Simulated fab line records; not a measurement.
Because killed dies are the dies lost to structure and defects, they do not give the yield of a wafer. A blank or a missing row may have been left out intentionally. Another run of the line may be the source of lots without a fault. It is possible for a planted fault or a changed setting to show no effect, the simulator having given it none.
Which tool did it?    flow n5-finfet    Sampling: 24 lots, 72 wafers, 4 of 1938 route steps

== WHAT THE GAUGES READ, wafer by wafer ==
N5_BEOL_M0_CUTY_CD_MEAS_57: the cd target is 200 nm.
lot   measured      on         cd-nm (nm)
L074  day 5 20:41   cd-sem-03  201.5 200.4 200.5
L075  day 6 05:44   cd-sem-02  200.0 201.6 201.5
L076  day 6 22:35   cd-sem-01  200.9 198.7 200.2
L077  day 7 01:16   cd-sem-03  198.9 199.0 199.7
L078  day 7 03:08   cd-sem-01  199.6 200.5 200.0
L079  day 7 09:08   cd-sem-01  200.4 200.4 200.2
L080  day 7 11:08   cd-sem-01  199.5 200.2 200.1
L081  day 7 13:59   cd-sem-02  200.6 199.6 201.4
L082  day 7 17:21   cd-sem-02  198.7 200.5 199.7
L083  day 7 20:36   cd-sem-03  201.2 200.9 200.1
L084  day 8 07:26   cd-sem-03  199.6 199.8 201.3
L085  day 8 15:18   cd-sem-03  199.8 198.8 200.9
L086  day 8 19:17   cd-sem-01  199.0 200.3 200.3
L087  day 8 23:05   cd-sem-01  200.1 199.7 200.8
L088  day 9 03:04   cd-sem-02  200.5 200.8 199.9
L089  day 9 14:49   cd-sem-01  197.6 198.0 197.8
L090  day 9 23:08   cd-sem-02  199.6 198.9 200.6
L091  day 10 02:40  cd-sem-03  199.4 199.5 199.0
L092  day 10 07:13  cd-sem-02  200.3 199.9 200.6
L093  day 10 13:52  cd-sem-01  201.7 201.3 200.3
L095  day 11 04:58  cd-sem-02  199.8 200.2 200.8
L094  day 11 06:33  cd-sem-02  201.0 201.3 200.8
L096  day 11 07:19  cd-sem-02  201.3 199.8 200.0
L097  day 11 11:53  cd-sem-01  199.6 199.6 199.5

N5_BEOL_M0_OCD_MEAS_108.
lot   measured      on      trench-depth-nm (nm)
L074  day 5 22:31   ocd-02  33.2 31.5 32.6
L075  day 6 07:58   ocd-01  32.0 32.9 33.2
L076  day 7 01:27   ocd-02  31.7 32.9 32.2
L077  day 7 02:11   ocd-02  31.3 32.6 32.3
L078  day 7 04:10   ocd-02  32.3 32.5 31.8
L079  day 7 10:46   ocd-01  32.1 32.4 32.8
L080  day 7 13:40   ocd-01  31.9 32.7 33.5
L081  day 7 16:28   ocd-01  31.8 32.8 31.0
L082  day 7 18:35   ocd-02  32.5 33.5 33.4
L083  day 8 04:29   ocd-01  31.2 32.9 32.6
L084  day 8 11:04   ocd-01  33.2 33.4 33.4
L085  day 8 19:16   ocd-01  31.5 30.8 32.2
L086  day 8 20:58   ocd-01  31.5 32.8 32.3
L087  day 9 01:22   ocd-01  33.0 31.4 31.3
L088  day 9 07:14   ocd-02  33.3 33.0 32.9
L089  day 9 16:13   ocd-02  32.5 31.6 32.9
L090  day 10 01:37  ocd-02  32.4 32.9 32.3
L091  day 10 05:58  ocd-02  32.3 32.9 33.0
L092  day 10 08:49  ocd-01  31.9 32.4 33.0
L093  day 10 17:11  ocd-02  32.3 33.6 32.5
L095  day 11 05:54  ocd-01  33.7 33.3 33.0
L094  day 11 08:49  ocd-02  33.1 32.6 32.0
L096  day 11 08:57  ocd-02  32.7 32.8 31.0
L097  day 11 13:44  ocd-02  32.6 33.2 32.9

== WHICH TOOL RAN EACH LOT (tool, then ch and the chambers of the sampled wafers, then the start) ==
lot   N5_BEOL_M0_SAQP_ETCH_106            N5_BEOL_M0_SAQP_ETCH_73
L074  rie-diel-02 ch 0,2, day 5 17:31     rie-diel-03 ch 1,2, day 5 19:13
L075  rie-diel-04 ch 0,2,3, day 6 02:31   rie-diel-04 ch 0,2,3, day 6 04:23
L076  rie-diel-02 ch 0,1,2, day 6 19:03   rie-diel-02 ch 0,2, day 6 21:24
L077  rie-diel-02 ch 1,2,3, day 6 20:41   rie-diel-03 ch 0,1,3, day 7 00:01
L078  rie-diel-03 ch 0,3, day 7 00:19     rie-diel-04 ch 1,2, day 7 01:58
L079  rie-diel-04 ch 1,2,3, day 7 05:44   rie-diel-04 ch 0,2, day 7 07:57
L080  rie-diel-03 ch 0,1,3, day 7 08:19   rie-diel-03 ch 0,2,3, day 7 10:00
L081  rie-diel-03 ch 0,1,3, day 7 11:11   rie-diel-03 ch 1,2,3, day 7 12:43
L082  rie-diel-04 ch 0,1, day 7 14:17     rie-diel-03 ch 0,1,3, day 7 16:04
L083  rie-diel-02 ch 0,1,3, day 7 17:37   rie-diel-03 ch 2,3, day 7 19:28
L084  rie-diel-04 ch 1,3, day 8 04:05     rie-diel-04 ch 1,2,3, day 8 05:38
L085  rie-diel-04 ch 0,2, day 8 11:15     rie-diel-03 ch 0,1,3, day 8 13:01
L086  rie-diel-04 ch 0,1,2, day 8 16:09   rie-diel-03 ch 2,3, day 8 17:41
L087  rie-diel-02 ch 0,2,3, day 8 19:05   rie-diel-04 ch 0,1,2, day 8 21:01
L088  rie-diel-03 ch 0,3, day 9 00:16     rie-diel-02 ch 0,1,2, day 9 01:49
L089  rie-diel-04 ch 0,1,3, day 9 11:53   rie-diel-04 ch 1,2, day 9 13:41
L090  rie-diel-04 ch 0,2,3, day 9 19:28   rie-diel-03 ch 1,3, day 9 21:24
L091  rie-diel-04 ch 0,1,2, day 9 23:36   rie-diel-02 ch 0,2,3, day 10 01:27
L092  rie-diel-03 ch 1,2,3, day 10 04:23  rie-diel-03 ch 0,1,2, day 10 06:02
L093  rie-diel-03 ch 1,2,3, day 10 10:47  rie-diel-02 ch 1,2,3, day 10 12:44
L095  rie-diel-03 ch 0,1,3, day 11 01:05  rie-diel-04 ch 1,2,3, day 11 03:19
L094  rie-diel-03 ch 1,2, day 11 03:22    rie-diel-04 ch 0,1, day 11 05:18
L096  rie-diel-04 ch 0,2,3, day 11 04:24  rie-diel-03 ch 0,1,3, day 11 06:11
L097  rie-diel-03 ch 1,3, day 11 09:02    rie-diel-04 ch 0,2,3, day 11 10:46
- N5_BEOL_M0_SAQP_ETCH_106: etches SOC in N2/H2, stops on SiNx, target depth 150 nm.
- N5_BEOL_M0_SAQP_ETCH_73: etches SiARC in CF4, target depth 19.5 nm, time 32.5 s.

== AS READ BY THE TOOLS THEMSELVES (means over the sampled wafers that have a number; for cases with no such wafer, the mark the record gives instead) ==
N5_BEOL_M0_SAQP_ETCH_106.
lot   tool         drypump-motor-current-A (A)  oes-product-au (a.u.)  rf-vpp-V (V)  showerhead-plenum-p-Torr (Torr)  throttle-valve-pct (%)
L074  rie-diel-02  6.1                          0.87                   240.4         2.59                             17.69
L075  rie-diel-04  5.7                          0.72                   241.7         2.60                             17.90
L076  rie-diel-02  5.7                          0.83                   240.4         2.58                             17.68
L077  rie-diel-02  6.2                          0.90                   242.1         2.64                             17.52
L078  rie-diel-03  5.8                          0.80                   241.0         2.60                             17.74
L079  rie-diel-04  5.9                          0.72                   242.1         2.64                             17.75
L080  rie-diel-03  5.8                          0.81                   240.7         2.56                             17.74
L081  rie-diel-03  5.8                          0.80                   240.3         2.56                             17.75
L082  rie-diel-04  6.1                          0.73                   242.1         2.60                             17.69
L083  rie-diel-02  5.7                          0.82                   241.7         2.61                             17.75
L084  rie-diel-04  6.1                          0.72                   241.4         2.64                             17.59
L085  rie-diel-04  5.7                          0.73                   241.3         2.59                             18.02
L086  rie-diel-04  5.9                          0.72                   240.8         2.59                             17.87
L087  rie-diel-02  6.1                          0.83                   241.4         2.61                             17.79
L088  rie-diel-03  5.8                          0.79                   241.3         2.59                             17.76
L089  rie-diel-04  5.9                          0.80                   241.0         2.58                             17.63
L090  rie-diel-04  5.7                          0.80                   241.7         2.58                             17.80
L091  rie-diel-04  5.9                          0.72                   241.4         2.59                             17.87
L092  rie-diel-03  5.5                          0.78                   240.3         2.55                             17.76
L093  rie-diel-03  5.6                          0.79                   241.2         2.55                             17.76
L095  rie-diel-03  5.8                          0.77                   240.9         2.54                             17.79
L094  rie-diel-03  5.3                          0.76                   240.5         2.50                             17.86
L096  rie-diel-04  5.7                          0.79                   242.1         2.58                             17.81
L097  rie-diel-03  5.7                          0.80                   241.5         2.60                             17.68

N5_BEOL_M0_SAQP_ETCH_73.
lot   tool         drypump-motor-current-A (A)  etch-rf-on-time-s (s)  oes-product-au (a.u.)  rf-vpp-V (V)  showerhead-plenum-p-Torr (Torr)  throttle-valve-pct (%)
L074  rie-diel-03  5.3                          33.4                   0.68                   183.9         2.13                             15.70
L075  rie-diel-04  5.7                          32.5                   0.63                   185.1         2.19                             15.75
L076  rie-diel-02  6.1                          32.6                   0.73                   184.7         2.17                             15.32
L077  rie-diel-03  5.9                          32.5                   0.69                   184.4         2.16                             15.55
L078  rie-diel-04  6.1                          33.1                   0.63                   185.0         2.22                             15.55
L079  rie-diel-04  5.6                          32.9                   0.63                   184.3         2.16                             15.93
L080  rie-diel-03  5.5                          33.2                   0.71                   183.7         2.19                             15.55
L081  rie-diel-03  5.6                          32.8                   0.70                   184.7         2.16                             15.58
L082  rie-diel-03  5.9                          32.8                   0.69                   184.4         2.15                             15.56
L083  rie-diel-03  5.2                          33.3                   0.71                   184.8         2.20                             15.58
L084  rie-diel-04  5.9                          32.7                   0.62                   184.9         2.21                             15.61
L085  rie-diel-03  5.9                          32.7                   0.68                   184.7         2.15                             15.57
L086  rie-diel-03  5.4                          32.8                   0.73                   185.2         2.23                             15.44
L087  rie-diel-04  5.9                          32.8                   0.63                   185.0         2.19                             15.77
L088  rie-diel-02  5.7                          32.5                   0.69                   184.2         2.15                             15.42
L089  rie-diel-04  5.9                          32.9                   0.62                   184.9         2.22                             15.78
L090  rie-diel-03  5.8                          32.7                   0.71                   184.6         2.20                             15.48
L091  rie-diel-02  6.1                          32.2                   0.70                   184.0         2.19                             15.50
L092  rie-diel-03  5.7                          33.2                   0.64                   183.6         2.11                             15.74
L093  rie-diel-02  6.2                          31.8                   0.74                   184.8         2.20                             15.27
L095  rie-diel-04  5.9                          32.4                   0.68                   184.1         2.20                             15.47
L094  rie-diel-04  6.1                          33.2                   0.61                   184.5         2.18                             15.61
L096  rie-diel-03  5.8                          32.7                   0.66                   183.5         2.15                             15.62
L097  rie-diel-04  5.7                          32.2                   0.68                   185.3         2.17                             15.66

== THE ANSWER, worked out from the rows above alone ==
Rule: what is usual is taken from the lots themselves. Put in order of their means at a reading, lots are off if they are a third of the lots or fewer, leave a main group of 4 or more, and stand apart from it by a gap of 3 or more times the standard deviation of the main group's means; of several such gaps the widest counts. A main group is skipped when, at the precision printed for the reading in the tables above, its means are all equal. A lot without any number at a reading at which 4 lots or more have one is off too. The other lots that the step has rows for count as sound. After the gauges, taken in route order, come the tools' own readings; for these a lot's mean is taken, as printed above. The first step at which some lot is off is used, and at that step the reading that is off furthest; a lot without a number counts as furthest.
Across all readings shown, no lot is off: no conclusion can be drawn from this.

== WHAT WAS PUT IN BY THE SIMULATOR ==
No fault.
